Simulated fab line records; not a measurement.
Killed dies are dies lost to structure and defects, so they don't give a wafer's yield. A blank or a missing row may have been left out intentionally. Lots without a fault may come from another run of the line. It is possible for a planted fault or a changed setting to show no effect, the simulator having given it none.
Matching of chambers -- flow nandHarc -- 4 sister chambers for NHARC_HYBRID_BOND_ACTIVATE_00 on rieDiel-08
The step chemistry N2, time 60 s. 16 wafers are shown with their chamber, then 8 later ones without.

## WAFERS PAIRED WITH THEIR CHAMBERS
wafer,chamber,showerheadPlenumPTorr (Torr),drypumpMotorCurrentA (A),oesProductAu (a.u.)
L739.1,3,1.81,6.0,1.000
L739.2,0,1.83,5.1,1.017
L739.6,0,1.83,5.1,1.019
L742.2,2,1.64,5.5,1.022
L742.3,0,1.83,5.1,1.010
L742.4,1,1.67,4.9,1.006
L743.1,2,1.64,5.5,1.015
L743.3,3,1.81,6.0,1.006
L743.6,3,1.81,6.1,1.010
L744.4,0,1.82,5.1,0.997
L744.5,3,1.81,6.0,1.001
L744.6,2,1.64,5.5,1.022
L746.1,2,1.64,5.5,1.019
L746.4,0,1.82,5.1,0.998
L746.5,2,1.64,5.5,1.015
L754.3,0,1.82,5.1,0.990

SIGNATURES (averages over the wafers above)
reading,chamber 0,chamber 1,chamber 2,chamber 3,scatter within a chamber
showerheadPlenumPTorr,1.8250,1.6700,1.6400,1.8100,0.00354
drypumpMotorCurrentA,5.100,4.900,5.500,6.025,0.025
oesProductAu,1.00517,1.00600,1.01860,1.00425,0.00825
Rule: a wafer lies at a distance from a chamber equal to the root of the sum of squares, over the readings, of (its reading less the chamber's mean, divided by the reading's scatter). If the next closest chamber is less than 2 further off than the closest, the wafer can't be placed; otherwise it belongs to the closest. The scatter: take each reading less its chamber's mean, square it, sum over the shown wafers, divide by the number of wafers less the number of chambers, and take the root.

## WAFERS WHOSE CHAMBER IS MISSING
wafer,showerheadPlenumPTorr (Torr),drypumpMotorCurrentA (A),oesProductAu (a.u.)
L754.4,1.81,6.0,1.005
L754.5,1.66,4.9,1.012
L756.1,1.66,4.9,1.003
L756.4,1.81,6.0,1.002
L756.6,1.82,5.2,1.004
L762.2,1.82,5.1,0.988
L762.3,1.63,5.6,1.007
L762.4,1.81,6.0,0.990

## WHICH CHAMBER EACH WENT THROUGH
wafer,from the rows above,in truth
L754.4,3,3
L754.5,1,1
L756.1,1,1
L756.4,3,3
L756.6,0,0
L762.2,0,0
L762.3,2,2
L762.4,3,3
Placed correctly: 8 of 8. Not placeable from these rows: 0. 0 placed wrongly.
